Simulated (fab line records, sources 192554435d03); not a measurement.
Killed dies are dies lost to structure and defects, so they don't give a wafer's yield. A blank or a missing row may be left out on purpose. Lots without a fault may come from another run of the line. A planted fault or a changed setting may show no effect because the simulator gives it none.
A struck lot beside a sound one | flow n5_finfet | 41 steps out of a route of 1938
Sound: wafers L549.3, L549.4, L549.5. Struck: wafers L558.1, L558.4, L558.5. The cause comes at the end.
At each step with rows: each side's tool, then ch and its chambers, then its first start. Under that, the readings that differ: sound wafers | struck wafers | difference of the means | sigmas: that difference in standard deviations of wafers without a fault.
alike: readings whose means differ by less than 2 such deviations, and words and numbers that are the same on both sides. not compared: withheld readings, readings that some wafer has no value for, bounds like >300 that may hide the same value, and numbers for which the record gives no deviation and whose values overlap.
The two part at a step that has a row with sigmas, a row that says differs or no value, or rows on one side only. Numbers that don't overlap but have no deviation are shown without sigmas and don't part them. A reading that every wafer of one side lacks parts them only if that side has two wafers or more.

first, 4 steps without rows for these wafers: N5_BEOL_M1_PRE_CLEAN_45 (time 30 s); N5_BEOL_M1_ALD_84 (deposits TaN, pulse time 2 s, purge time 3 s, co reactant purge time 2 s); N5_BEOL_M1_SURFACE_TREAT_85; N5_BEOL_M1_CVD_47 (deposits Co from CCTBA/H2, target thk 3 nm, time 223.8 s).
N5_BEOL_M1_SPUTTER_48: material Cu, target thk 4.5 nm, time 8.29 s.
  sound on pvd_sputter-02, day 7 13:41; struck on pvd_sputter-03, day 9 12:47
  alike: throttle_valve_pct
then, 4 steps without rows for these wafers: N5_BEOL_M1_ANNEAL_49 (time 240 s); N5_BEOL_M1_SPUTTER_79 (material Cu, target thk 4.5 nm, time 8.29 s); N5_BEOL_M1_ANNEAL_80 (time 240 s); N5_BEOL_M1_SPUTTER_81 (material Cu, target thk 4.5 nm, time 8.29 s).
N5_BEOL_M1_ANNEAL_82: time 240 s.
  sound on pvd_sputter-02, day 7 14:12; struck on pvd_sputter-03, day 9 13:18
  alike: heater_power_w, susceptor_temp_C_max
then, 2 steps without rows for these wafers: N5_BEOL_M1_SPUTTER_86 (material Cu, target thk 4.5 nm, time 8.29 s); N5_BEOL_M1_ANNEAL_87 (time 240 s).
N5_BEOL_M1_SPUTTER_88: material Cu, target thk 4.5 nm, time 8.29 s.
  sound on pvd_sputter-02, day 7 14:34; struck on pvd_sputter-03, day 9 13:40
  alike: throttle_valve_pct
then, 1 step without rows for these wafers: N5_BEOL_M1_ANNEAL_89 (time 240 s).
N5_BEOL_M1_SPUTTER_90: material Cu, target thk 4.5 nm, time 8.29 s.
  sound on pvd_sputter-02, day 7 14:47; struck on pvd_sputter-03, day 9 13:53
  reading                | sound          | struck         | difference | sigmas
  throttle_valve_pct (%) | 28.8 28.6 28.8 | 30.6 29.7 30.8 | +1.6       | +2
then, 2 steps without rows for these wafers: N5_BEOL_M1_ANNEAL_91 (time 240 s); N5_BEOL_M1_SPUTTER_92 (material Cu, target thk 4.5 nm, time 8.29 s).
N5_BEOL_M1_ANNEAL_93: time 240 s.
  sound on pvd_sputter-02, day 7 15:05; struck on pvd_sputter-03, day 9 14:11
  alike: heater_power_w, susceptor_temp_C_max
N5_BEOL_M1_SPUTTER_94: material Cu, target thk 4.5 nm, time 8.29 s.
  sound on pvd_sputter-02, day 7 15:13; struck on pvd_sputter-03, day 9 14:19
  alike: throttle_valve_pct
then, 9 steps without rows for these wafers: N5_BEOL_M1_ANNEAL_95 (time 240 s); N5_BEOL_M1_SPUTTER_96 (material Cu, target thk 4.5 nm, time 8.29 s); N5_BEOL_M1_ECD_50 (material Cu, target thk 300 nm); N5_BEOL_M1_ANNEAL_51 (time 90 s); N5_BEOL_M1_CMP_52 (polishes, stops on SiOC, t overpolish 6.8 s, target thk 40 nm); N5_BEOL_M1_PRE_CLEAN_60 (time 15 s); N5_BEOL_M1_CO_CAP_55 (material Co, precursor CCTBA/H2, target thk 2 nm, time 102.1 s); N5_BEOL_M1_PRE_CLEAN_56 (time 15 s); N5_BEOL_M1_DEP_57 (deposits SiCN from 3MS/NH3, target thk 8 nm, time 14 s).
N5_BEOL_M1_RS_MEAS_58: measures by four-point-probe.
  sound on film_metro-02, day 7 16:56; struck on film_metro-01, day 9 15:45
  alike: M1_RS
then, 1 step without rows for these wafers: N5_BEOL_M2_ILD_DEP_00 (deposits SiOC from DEMS/O2, target thk 79 nm, time 15.3 s).
N5_BEOL_M2_THK_MEAS_01:
  sound on film_metro-02, day 7 17:04; struck on film_metro-02, day 9 15:53
  alike: M2_ILD_THK
then, 9 steps without rows for these wafers: N5_BEOL_M2_PECVD_72 (deposits SiO2 from TEOS/O2, target thk 16 nm, time 18 s); N5_BEOL_M2_HM_DEP_02 (deposits TiN, target thk 20 nm); N5_BEOL_M2_COAT_61 (time 60 s, resist thk 60 nm); N5_BEOL_M2_COAT_62 (time 60 s, resist thk 12 nm); N5_BEOL_M2_COAT_73 (time 60 s, resist thk 5 nm); N5_BEOL_M2_COAT_05 (resist thk 30 nm); N5_BEOL_M2_EBR_07; N5_BEOL_M2_SOFTBAKE_06 (time 60 s); N5_BEOL_M2_EXPOSE_08 (exposes mask M2).
-- the record jumps here: 6 days lie between the struck wafers' starts before and after (it left off in module BEOL_M2 and takes up again in module PASSIVATION, whose first step shown is number 1936 of the route) --
N5_PASSIVATION_PROBE_49:
  the record has rows for the struck wafers here (prober-02, day 15 23:36) and none for the sound ones

WHERE THEY PART
First at N5_BEOL_M1_SPUTTER_90; last, within this record, at N5_PASSIVATION_PROBE_49.

WHY: what the simulator had put in
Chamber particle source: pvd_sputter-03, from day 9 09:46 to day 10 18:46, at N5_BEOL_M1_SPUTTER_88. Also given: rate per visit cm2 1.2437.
